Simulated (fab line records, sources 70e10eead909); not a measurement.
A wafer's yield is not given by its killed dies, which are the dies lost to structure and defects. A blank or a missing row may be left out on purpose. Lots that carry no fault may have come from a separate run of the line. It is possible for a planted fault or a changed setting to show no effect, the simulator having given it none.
Chamber matching / flow nandHarc / NHARC_P_CONTACT_DESCUM_17 on rieDiel-12 has 4 sister chambers
The step chemistry O2, time 3 s. 4 wafers are shown with their chamber, then 7 later ones without.

## WAFERS, EACH WITH ITS CHAMBER
wafer=L089.4; chamber=1; drypumpMotorCurrentA (A)=5.7
wafer=L089.6; chamber=0; drypumpMotorCurrentA (A)=4.8
wafer=L091.2; chamber=3; drypumpMotorCurrentA (A)=5.0
wafer=L091.5; chamber=2; drypumpMotorCurrentA (A)=6.1

## WAFERS WHOSE CHAMBER IS MISSING
wafer=L091.6; drypumpMotorCurrentA (A)=5.7
wafer=L093.3; drypumpMotorCurrentA (A)=5.7
wafer=L093.4; drypumpMotorCurrentA (A)=5.1
wafer=L093.5; drypumpMotorCurrentA (A)=6.1
wafer=L095.1; drypumpMotorCurrentA (A)=4.8
wafer=L095.2; drypumpMotorCurrentA (A)=5.7
wafer=L095.3; drypumpMotorCurrentA (A)=6.1

## WHICH CHAMBER EACH WENT THROUGH
wafer=L091.6; from the rows above=1; in truth=1
wafer=L093.3; from the rows above=1; in truth=1
wafer=L093.4; from the rows above=3; in truth=3
wafer=L093.5; from the rows above=2; in truth=2
wafer=L095.1; from the rows above=0; in truth=0
wafer=L095.2; from the rows above=1; in truth=1
wafer=L095.3; from the rows above=2; in truth=2
Placed correctly: 7 of 7. Can't be placed from these rows: 0. Placed wrongly: 0.
How it was worked out, from the rows above alone: a wafer's distance from a chamber is the root of the sum, over the readings, of the square of ((its reading less the chamber's mean) divided by the reading's scatter). The wafer belongs to the nearest chamber; if the next one is less than 2 further off, it can't be placed. A chamber's mean is the mean of its shown wafers. The scatter (one wafer shown for each chamber): square how far every hidden wafer sits from the nearest shown wafer, average those squares and take the square root.
